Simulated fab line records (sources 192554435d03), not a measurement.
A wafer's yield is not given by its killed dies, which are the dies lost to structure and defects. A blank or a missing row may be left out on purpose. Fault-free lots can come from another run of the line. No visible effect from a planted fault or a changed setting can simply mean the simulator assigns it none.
fab line records + flow n5-finfet + part 2 of 2: steps 23 to 29 of 29
record:
- lots: 5
- wafers: 15
- last-day: 19
route steps=1938 shown BEOL_M0_SAQP@686 BEOL_M0_CUTY@701
lots untouched by any fault: they come from a run of this same line in which no faults occurred
start-h: start of the lot's first displayed wafer, in hours after the record's first day + wait-h: hours since the lot's step before + " as in the row above + L1.1+2: one row covering several wafers at once + - value missing, or start not given + * or withheld: withheld + < > ~ a bound
route shown NAME@n: names a module that has steps shown in the file, with the first one's number in the route + usual: mean/standard deviation of fault-free wafers + same: alike in all rows + chamber/n: place in a boat + sites: per-site readings + _std_site: their standard deviation + _edge_site: inner sites' mean taken away from outer sites' mean + radius-mm: for every site, how far away it sits from the centre of the wafer + mask NAME#n: copy n + behind: the most recent tool/chamber to have shaped the wafer + hold: why the lot went on hold/how many hours it stayed there/how the hold came to an end + device: whichever transistor did not switch (one of n, p or np) + end of line: the route-end tests of the same wafers + a step given without rows: its recipe and nothing more + killed: the dies lost at the first sort to structure and to defects; this is not the yield of the wafer + map: per-die view of a wafer (x killed, . not killed, _ where there is no die)
set.NAME: the setting as run; set.NAME@STEP: as run at that earlier step + model.NAME: the simulator's own value behind a step, which no gauge read
a table for each step, a row for each wafer; lots at some steps of the route
services: when a tool's chamber went out of use (start-h, in hours from the record's first day, below 0 if earlier), for how many hours, and the reason
== steps ==
step: N5_BEOL_M0_CUTY_CD_MEAS_57
recipe:
- target-cd-nm: 200
- landing-energy-ev: 500
- detector: se-inlens
- polarity: line
usual:
- cd-nm: 200.1/0.82
| lot.wafer | tool      | chamber | start-h | wait-h | cd-nm |
|-----------|-----------|---------|---------|--------|-------|
| L082.3    | cd-sem-03 | 0       | 161.72  | -      | 200.1 |
| L082.4    | "         | 0       | "       | "      | 200.5 |
| L082.6    | "         | 0       | "       | "      | 200.5 |
| L086.3    | cd-sem-02 | 0       | 196.72  | -      | 199.0 |
| L086.4    | "         | 0       | "       | "      | 199.1 |
| L086.5    | "         | 0       | "       | "      | 198.9 |
| L087.1    | cd-sem-02 | 0       | 197.77  | -      | 198.4 |
| L087.2    | "         | 0       | "       | "      | 197.8 |
| L087.3    | "         | 0       | "       | "      | 200.4 |
| L091.1    | cd-sem-03 | 0       | 215.58  | -      | 200.6 |
| L091.5    | "         | 0       | "       | "      | 201.0 |
| L091.6    | "         | 0       | "       | "      | 200.4 |
| L095.1    | cd-sem-02 | 0       | 247.01  | -      | 201.6 |
| L095.4    | "         | 0       | "       | "      | 201.0 |
| L095.5    | "         | 0       | "       | "      | 200.5 |
step: N5_BEOL_M0_CUTY_OVL_MEAS_58
recipe:
- points-per-wafer: 44
usual:
- M0_ABLK_OVL: -0.2/0.71
| lot.wafer | tool       | chamber | start-h | wait-h | M0_ABLK_OVL[nm] |
|-----------|------------|---------|---------|--------|-----------------|
| L082.3    | overlay-01 | 0       | 161.75  | 0.0    | 0.3             |
| L082.4    | "          | 0       | "       | "      | 0.1             |
| L082.6    | "          | 0       | "       | "      | -1.3            |
| L086.3    | overlay-01 | 0       | 196.75  | 0.0    | 0.9             |
| L086.4    | "          | 0       | "       | "      | 1.5             |
| L086.5    | "          | 0       | "       | "      | 0.6             |
| L087.1    | overlay-01 | 0       | 197.80  | 0.0    | -1.0            |
| L087.2    | "          | 0       | "       | "      | -1.2            |
| L087.3    | "          | 0       | "       | "      | -1.6            |
| L091.1    | overlay-01 | 0       | 215.61  | 0.0    | -0.3            |
| L091.5    | "          | 0       | "       | "      | -0.4            |
| L091.6    | "          | 0       | "       | "      | -0.3            |
| L095.1    | overlay-01 | 0       | 247.04  | 0.0    | 0.2             |
| L095.4    | "          | 0       | "       | "      | 0.4             |
| L095.5    | "          | 0       | "       | "      | 0.2             |
step: N5_BEOL_M0_CUTY_INSPECT_59
recipe:
- mode: adi
- inspect-instrument: macro
usual:
- raw-defect-count: 2.2/1.5
| lot.wafer | tool              | chamber | start-h | wait-h | raw-defect-count |
|-----------|-------------------|---------|---------|--------|------------------|
| L082.3    | defect-inspect-01 | -       | 161.78  | 0.0    | 3                |
| L082.4    | "                 | -       | "       | "      | 5                |
| L082.6    | "                 | -       | "       | "      | 1                |
| L086.3    | defect-inspect-01 | -       | 196.77  | 0.0    | 5                |
| L086.4    | "                 | -       | "       | "      | 0                |
| L086.5    | "                 | -       | "       | "      | 1                |
| L087.1    | defect-inspect-02 | -       | 197.83  | 0.0    | 4                |
| L087.2    | "                 | -       | "       | "      | 2                |
| L087.3    | "                 | -       | "       | "      | 2                |
| L091.1    | defect-inspect-02 | -       | 215.63  | 0.0    | 0                |
| L091.5    | "                 | -       | "       | "      | 2                |
| L091.6    | "                 | -       | "       | "      | 2                |
| L095.1    | defect-inspect-02 | -       | 247.07  | 0.0    | 4                |
| L095.4    | "                 | -       | "       | "      | 0                |
| L095.5    | "                 | -       | "       | "      | 1                |
step: N5_BEOL_M0_CUTY_DESCUM_61
recipe:
- chemistry: O2
- time-s: 7.9
- source-power-w: 50
- bias-power-w: 20
- pressure-mtorr: 20
- rf-frequency-hz: 2.712e+07
- temp-c: 40
- resist: CAR-ArF-block
- o2-flow-sccm: 225
usual:
- drypump-motor-current-A: 5.8/0.4
- o2-flow-sccm: 225.0/0.64
- oes-product-au: 0.74/0.087
- rf-vpp-V: 243.0/1.5
- showerhead-plenum-p-Torr: 2.09/0.08
- throttle-valve-pct: 20.54/0.24
| lot.wafer | tool        | chamber | start-h | wait-h | drypump-motor-current-A | o2-flow-sccm | oes-product-au | rf-hours-counter-h | rf-vpp-V | showerhead-plenum-p-Torr | throttle-valve-pct |
|-----------|-------------|---------|---------|--------|-------------------------|--------------|----------------|--------------------|----------|--------------------------|--------------------|
| L082.3    | rie-diel-03 | 0       | 162.40  | 0.6    | 6.2                     | 225.1        | 0.70           | 198                | 245.8    | 2.17                     | 20.69              |
| L082.4    | "           | 1       | "       | "      | 6.1                     | 224.8        | 0.67           | -                  | 241.0    | 2.06                     | 20.30              |
| L082.6    | "           | 2       | "       | "      | 5.2                     | 225.9        | 0.69           | -                  | 244.1    | 2.08                     | 20.86              |
| L086.3    | rie-diel-03 | 0       | 196.80  | 0.0    | 6.1                     | 223.8        | 0.68           | 212                | 243.2    | 2.17                     | 20.72              |
| L086.4    | "           | 2       | "       | "      | 5.2                     | 224.7        | 0.69           | -                  | 244.0    | 2.08                     | 20.89              |
| L086.5    | "           | 3       | "       | "      | 5.1                     | 225.8        | 0.71           | -                  | 241.7    | 1.99                     | 20.73              |
| L087.1    | rie-diel-05 | 1       | 197.88  | 0.1    | 5.5                     | 224.8        | 0.67           | 235                | 244.3    | 2.05                     | 20.57              |
| L087.2    | "           | 0       | "       | "      | 6.1                     | 224.7        | 0.69           | 242                | 241.9    | 1.98                     | 20.37              |
| L087.3    | "           | 2       | "       | "      | 6.1                     | 225.4        | 0.73           | 178                | 244.0    | 2.18                     | 20.74              |
| L091.1    | rie-diel-05 | 3       | 215.67  | 0.0    | 6.1                     | 225.0        | 0.72           | 214                | 242.4    | 2.00                     | 20.49              |
| L091.5    | "           | 2       | "       | "      | 6.1                     | 225.2        | 0.73           | -                  | 243.5    | 2.18                     | 20.74              |
| L091.6    | "           | 1       | "       | "      | 5.5                     | 224.7        | 0.68           | -                  | 241.3    | 2.05                     | 20.58              |
| L095.1    | rie-diel-05 | 2       | 247.22  | 0.2    | 6.1                     | 224.5        | 0.71           | 202                | 243.2    | 2.17                     | 20.76              |
| L095.4    | "           | 0       | "       | "      | 6.1                     | 224.3        | 0.95           | -                  | 244.7    | 2.24                     | 20.03              |
| L095.5    | "           | 3       | "       | "      | 6.1                     | 225.3        | 0.70           | -                  | 242.6    | 1.99                     | 20.53              |
step: N5_BEOL_M0_CUTY_ETCH_62
recipe:
- chemistry: CF4
- target: SiARC
- mask-material: CAR-ArF-block
- time-s: 58.5
- ion-energy-ev: 80
- pressure-mtorr: 40
- source-w: 545
- bias-w: 36
- Ar_flow_sccm: 100
- cf4-flow-sccm: 100
- ends: cleared
usual:
- drypump-motor-current-A: 5.8/0.39
- etch-rf-on-time-s: 59.2/1.3
- oes-product-au: 0.63/0.074
- rf-vpp-V: 183.9/1.1
- showerhead-plenum-p-Torr: 2.13/0.078
- throttle-valve-pct: 15.73/0.23
| lot.wafer | tool        | chamber | start-h | wait-h | drypump-motor-current-A | etch-rf-on-time-s | oes-product-au | rf-hours-counter-h | rf-vpp-V | showerhead-plenum-p-Torr | throttle-valve-pct |
|-----------|-------------|---------|---------|--------|-------------------------|-------------------|----------------|--------------------|----------|--------------------------|--------------------|
| L082.3    | rie-diel-03 | 0       | 162.43  | 0.0    | 6.2                     | 59.9              | 0.59           | 198                | 184.6    | 2.22                     | 15.88              |
| L082.4    | "           | 1       | "       | "      | 6.1                     | 58.7              | 0.57           | -                  | 182.5    | 2.11                     | 15.59              |
| L082.6    | "           | 2       | "       | "      | 5.2                     | 58.9              | 0.58           | -                  | 183.3    | 2.12                     | 15.94              |
| L086.3    | rie-diel-03 | 0       | 196.84  | 0.0    | 6.2                     | 59.4              | 0.59           | 212                | 185.6    | 2.21                     | 15.92              |
| L086.4    | "           | 2       | "       | "      | 5.2                     | 58.0              | 0.57           | -                  | 182.8    | 2.11                     | 15.97              |
| L086.5    | "           | 3       | "       | "      | 5.1                     | 60.1              | 0.61           | -                  | 183.3    | 2.05                     | 15.93              |
| L087.1    | rie-diel-05 | 1       | 197.92  | 0.0    | 5.5                     | 62.1              | 0.57           | 235                | 183.9    | 2.11                     | 15.88              |
| L087.2    | "           | 0       | "       | "      | 6.1                     | 57.4              | 0.60           | 242                | 183.9    | 2.03                     | 15.62              |
| L087.3    | "           | 2       | "       | "      | 6.1                     | 59.7              | 0.63           | 179                | 184.3    | 2.21                     | 15.81              |
| L091.1    | rie-diel-05 | 3       | 215.70  | 0.0    | 6.1                     | 57.5              | 0.62           | 214                | 182.0    | 2.03                     | 15.69              |
| L091.5    | "           | 2       | "       | "      | 6.1                     | 60.0              | 0.62           | -                  | 184.6    | 2.21                     | 15.82              |
| L091.6    | "           | 1       | "       | "      | 5.5                     | 60.9              | 0.57           | -                  | 186.0    | 2.11                     | 15.90              |
| L095.1    | rie-diel-05 | 2       | 247.26  | 0.0    | 6.1                     | 60.0              | 0.61           | 202                | 184.3    | 2.20                     | 15.84              |
| L095.4    | "           | 0       | "       | "      | 6.1                     | 56.1              | 0.82           | -                  | 185.5    | 2.28                     | 15.16              |
| L095.5    | "           | 3       | "       | "      | 6.1                     | 58.5              | 0.60           | -                  | 182.8    | 2.03                     | 15.71              |
step: N5_BEOL_M0_CUTY_ETCH_63
recipe:
- chemistry: N2/H2
- target: SOC
- target-depth-a: 827
- overetch-a: 165
- mask-material: SiARC
- temp-c: 40
- ion-energy-ev: 200
- time-s: 124
- pressure-mtorr: 30
- source-w: 840
- bias-w: 150
- n2-flow-sccm: 200
- h2-flow-sccm: 200
usual:
- drypump-motor-current-A: 5.8/0.4
- oes-product-au: 0.61/0.069
- rf-vpp-V: 523.4/2.9
- showerhead-plenum-p-Torr: 2.52/0.1
- throttle-valve-pct: 17.86/0.19
| lot.wafer | tool        | chamber | start-h | wait-h | drypump-motor-current-A | oes-product-au | rf-hours-counter-h | rf-vpp-V | showerhead-plenum-p-Torr | throttle-valve-pct |
|-----------|-------------|---------|---------|--------|-------------------------|----------------|--------------------|----------|--------------------------|--------------------|
| L082.3    | rie-diel-03 | 0       | 162.48  | 0.0    | 6.2                     | 0.57           | 198                | 524.5    | 2.63                     | 18.00              |
| L082.4    | "           | 1       | "       | "      | 6.1                     | 0.55           | -                  | 523.0    | 2.51                     | 17.79              |
| L082.6    | "           | 2       | "       | "      | 5.2                     | 0.56           | -                  | 524.4    | 2.49                     | 17.99              |
| L086.3    | rie-diel-03 | 0       | 196.88  | 0.0    | 6.2                     | 0.56           | 212                | 526.8    | 2.62                     | 18.03              |
| L086.4    | "           | 2       | "       | "      | 5.2                     | 0.55           | -                  | 522.5    | 2.48                     | 18.02              |
| L086.5    | "           | 3       | "       | "      | 5.1                     | 0.59           | -                  | 519.8    | 2.41                     | 17.99              |
| L087.1    | rie-diel-05 | 1       | 197.97  | 0.0    | 5.5                     | 0.57           | 235                | 522.1    | 2.49                     | 17.92              |
| L087.2    | "           | 0       | "       | "      | 6.1                     | 0.57           | 242                | 520.5    | 2.40                     | 17.79              |
| L087.3    | "           | 2       | "       | "      | 6.1                     | 0.60           | 179                | 526.4    | 2.64                     | 17.99              |
| L091.1    | rie-diel-05 | 3       | 215.75  | 0.0    | 6.1                     | 0.58           | 214                | 519.7    | 2.40                     | 17.76              |
| L091.5    | "           | 2       | "       | "      | 6.1                     | 0.60           | -                  | 525.8    | 2.63                     | 18.00              |
| L091.6    | "           | 1       | "       | "      | 5.5                     | 0.56           | -                  | 523.3    | 2.48                     | 17.92              |
| L095.1    | rie-diel-05 | 2       | 247.31  | 0.0    | 6.1                     | 0.59           | 202                | 527.1    | 2.62                     | 18.03              |
| L095.4    | "           | 0       | "       | "      | 6.1                     | 0.77           | -                  | 530.2    | 2.71                     | 17.37              |
| L095.5    | "           | 3       | "       | "      | 6.1                     | 0.58           | -                  | 518.9    | 2.40                     | 17.79              |
step: N5_BEOL_M0_CUTY_STRIP_64
recipe:
- chemistry: N2/H2
- temp-c: 40
- n2-flow-sccm: 200
- h2-flow-sccm: 200
- rf-frequency-hz: 6e+07
| lot.wafer  | tool        | chamber | start-h | wait-h |
|------------|-------------|---------|---------|--------|
| L082.3+4+6 | rie-diel-03 | 0,1,2   | 162.59  | 0.1    |
| L086.3+4+5 | rie-diel-03 | 0,2,3   | 197.00  | 0.1    |
| L087.1+2+3 | rie-diel-05 | 1,0,2   | 198.08  | 0.1    |
| L091.1+5+6 | rie-diel-05 | 3,2,1   | 215.86  | 0.1    |
| L095.1+4+5 | rie-diel-05 | 2,0,3   | 247.42  | 0.1    |
== services ==
| tool            | chamber | start-h | hours | kind   |
|-----------------|---------|---------|-------|--------|
| rie-diel-06     | 2       | 136.40  | 2.6   | repair |
| ald-sin-02      | 0       | 138.03  | 2.0   | repair |
| arfi-scanner-02 | -       | 141.80  | 0.8   | pm     |
| rie-diel-05     | -       | 147.61  | 14.6  | pm     |
| arfi-scanner-02 | -       | 148.22  | 3.9   | pm     |
| arfi-scanner-03 | -       | 163.11  | 1.0   | pm     |
| arfi-scanner-03 | -       | 169.59  | 0.7   | repair |
| arfi-scanner-02 | -       | 173.52  | 1.0   | pm     |
| rie-diel-05     | 0       | 175.21  | 1.2   | repair |
| euv-scanner-01  | -       | 176.18  | 1.0   | pm     |
| ald-sin-03      | -       | 176.75  | 14.0  | pm     |
| rie-diel-06     | -       | 177.84  | 0.6   | repair |
| arfi-scanner-03 | -       | 178.38  | 4.5   | repair |
| rie-diel-04     | 0       | 185.19  | 4.0   | repair |
| arfi-scanner-03 | -       | 194.59  | 0.8   | pm     |
| arfi-scanner-02 | -       | 212.02  | 0.8   | pm     |
| arfi-scanner-03 | -       | 213.35  | 1.0   | pm     |
| euv-scanner-01  | -       | 218.91  | 0.8   | repair |
| arfi-scanner-03 | -       | 222.91  | 4.9   | pm     |
| ald-sin-02      | 2       | 224.19  | 2.0   | repair |
| ald-sin-02      | 3       | 225.22  | 17.1  | repair |
| euv-scanner-01  | -       | 232.33  | 1.0   | pm     |
| rie-diel-06     | 3       | 235.37  | 2.3   | repair |
| rie-diel-05     | 1       | 237.91  | 6.5   | repair |
